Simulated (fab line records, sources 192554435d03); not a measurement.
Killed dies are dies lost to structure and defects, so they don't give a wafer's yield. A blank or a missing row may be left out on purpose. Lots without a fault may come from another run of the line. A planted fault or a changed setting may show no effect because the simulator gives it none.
A struck lot beside a sound one | flow n5_finfet | 14 steps out of a route of 1938
Sound: wafers L995.1, L995.2, L995.5. Struck: wafers L100.2, L100.3, L100.5. The cause comes at the end.
At each step with rows: each side's tool, then ch and its chambers, then its first start. Under that, the readings that differ: sound wafers | struck wafers | difference of the means | sigmas: that difference in standard deviations of wafers without a fault.
alike: readings whose means differ by less than 2 such deviations, and words and numbers that are the same on both sides. not compared: withheld readings, readings that some wafer has no value for, bounds like >300 that may hide the same value, and numbers for which the record gives no deviation and whose values overlap.
The two part at a step that has a row with sigmas, a row that says differs or no value, or rows on one side only. Numbers that don't overlap but have no deviation are shown without sigmas and don't part them. A reading that every wafer of one side lacks parts them only if that side has two wafers or more.

N5_BEOL_M0_SPUTTER_132: material Cu, target thk 4 nm, time 7.37 s.
  sound on pvd_sputter-01, day 6 20:10; struck on pvd_sputter-01, day 7 11:32
  alike: chuck_sensor_temp_C, throttle_valve_pct
then, 1 step without rows for these wafers: N5_BEOL_M0_ANNEAL_133 (time 60 s).
N5_BEOL_M0_SPUTTER_134: material Cu, target thk 4 nm, time 7.37 s.
  sound on pvd_sputter-01, day 6 20:17; struck on pvd_sputter-01, day 7 11:39
  alike: chuck_sensor_temp_C, throttle_valve_pct
N5_BEOL_M0_ANNEAL_135: time 60 s.
  sound on pvd_sputter-01, day 6 20:22; struck on pvd_sputter-01, day 7 11:44
  alike: heater_power_w
then, 2 steps without rows for these wafers: N5_BEOL_M0_SPUTTER_141 (material Cu, target thk 4 nm, time 7.37 s); N5_BEOL_M0_ECD_118 (material Cu, target thk 300 nm).
N5_BEOL_M0_ANNEAL_119: time 90 s.
  sound on rtp_anneal-01 ch 0, day 6 20:36; struck on rtp_anneal-01 ch 0, day 7 12:01
  alike: wafer_temp_C_max
N5_BEOL_M0_CMP_120: polishes, stops on SiOC, t overpolish 6.9 s.
  sound on cmp-04 ch 1,2, day 6 20:53; struck on cmp-01 ch 0,2, day 7 12:16
  alike: barrier_field_endpoint_s, motor_current_A, overpolish_run_s, time_to_endpoint_s
  not compared: pad_life_wafers
then, 3 steps without rows for these wafers: N5_BEOL_M0_PRE_CLEAN_131 (time 15 s); N5_BEOL_M0_CO_CAP_123 (material Co, precursor CCTBA/H2, target thk 2 nm, time 102.1 s); N5_BEOL_M0_PRE_CLEAN_124 (time 15 s).
N5_BEOL_M0_DEP_125: deposits SiCN from 3MS/NH3, target thk 8 nm, time 14 s.
  sound on pecvd-03 ch 0,2, day 6 21:23; struck on pecvd-02 ch 0,2, day 7 12:45
  no value came back on the struck wafers for chamber_pressure_Torr (Torr), rf_fwd_power_W (W), showerhead_plenum_p_Torr (Torr), throttle_valve_pct (%); on the sound wafers chamber_pressure_Torr (Torr) reads 3.002 2.994 3.013
N5_BEOL_M4_RC_MEAS_101:
  the record has rows for the sound wafers here (prober-02 ch 0, day 9 00:00) and none for the struck ones
-- the record jumps here: 6 days lie between the struck wafers' starts before and after (it left off in module BEOL_M4 and takes up again in module PASSIVATION, whose first step shown is number 1936 of the route) --
N5_PASSIVATION_PROBE_49:
  the record has rows for the struck wafers here (prober-01, day 13 18:26) and none for the sound ones

WHERE THEY PART
First at N5_BEOL_M0_DEP_125; last, within this record, at N5_PASSIVATION_PROBE_49.

WHY: what the simulator had put in
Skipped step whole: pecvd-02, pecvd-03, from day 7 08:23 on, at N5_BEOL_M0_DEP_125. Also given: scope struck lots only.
